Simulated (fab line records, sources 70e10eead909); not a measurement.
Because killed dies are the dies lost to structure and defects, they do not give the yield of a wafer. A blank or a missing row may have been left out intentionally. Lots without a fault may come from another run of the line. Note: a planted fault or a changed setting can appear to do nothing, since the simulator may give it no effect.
Chamber matching -- flow nand_harc -- NHARC_A_STAIRCASE_ETCH_271 on rie_diel-13: 4 sister chambers
The step etches the open film in CF4/CHF3. 18 wafers are shown with their chamber, then 9 later ones without.

## WAFERS PAIRED WITH THEIR CHAMBERS
wafer,chamber,drypump_motor_current_A (A),showerhead_plenum_p_Torr (Torr),rf_vpp_V (V)
L077.1,3,5.40,1.52,369.1
L077.4,1,5.63,1.49,367.2
L077.5,2,6.19,1.46,366.0
L079.2,1,5.63,1.48,367.1
L079.5,0,5.73,1.55,368.6
L079.6,1,5.61,1.48,366.1
L081.1,1,5.64,1.48,366.8
L081.2,3,5.43,1.51,368.8
L081.4,2,6.19,1.46,366.4
L082.2,3,5.41,1.51,368.4
L082.3,0,5.70,1.55,370.5
L082.5,1,5.64,1.48,367.8
L089.3,3,5.45,1.51,367.7
L089.5,1,5.65,1.48,366.4
L089.6,0,5.75,1.54,369.7
L087.1,3,5.42,1.51,369.4
L087.3,1,5.65,1.48,367.6
L087.5,3,5.43,1.51,370.4

SIGNATURES (averages over the wafers above)
reading,chamber 0,chamber 1,chamber 2,chamber 3,scatter within a chamber
drypump_motor_current_A,5.7267,5.6357,6.1900,5.4233,0.0168
showerhead_plenum_p_Torr,1.5467,1.4814,1.4600,1.5117,0.0041
rf_vpp_V,369.600,367.000,366.200,368.967,0.773
Rule: for each reading, subtract the chamber's mean from the wafer's reading, divide by that reading's scatter and square the result; add these up over the readings and take the root, which gives the wafer's distance from the chamber. The wafer belongs to the nearest chamber; if the next one is less than 2 further off, it can't be placed. How the scatter is found: for the shown wafers, subtract from each reading the mean of its chamber, square and add these, divide the total by (wafers less chambers), then take the root.

## WAFERS WHOSE CHAMBER IS MISSING
wafer,drypump_motor_current_A (A),showerhead_plenum_p_Torr (Torr),rf_vpp_V (V)
L090.1,5.44,1.50,367.6
L090.3,5.74,1.54,369.7
L090.5,5.64,1.48,368.0
L092.3,5.39,1.50,367.7
L092.4,5.71,1.54,370.7
L092.6,6.20,1.70,375.5
L094.1,6.16,1.69,375.7
L094.3,5.61,1.47,367.2
L094.4,5.74,1.54,369.7

## EACH ONE'S CHAMBER
wafer,from the rows above,in truth
L090.1,3,3
L090.3,0,0
L090.5,1,1
L092.3,3,3
L092.4,0,0
L092.6,0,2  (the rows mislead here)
L094.1,0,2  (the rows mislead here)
L094.3,1,1
L094.4,0,0
Correctly placed: 7 of 9. From these rows, 0 cannot be placed. Wrongly placed: 2.
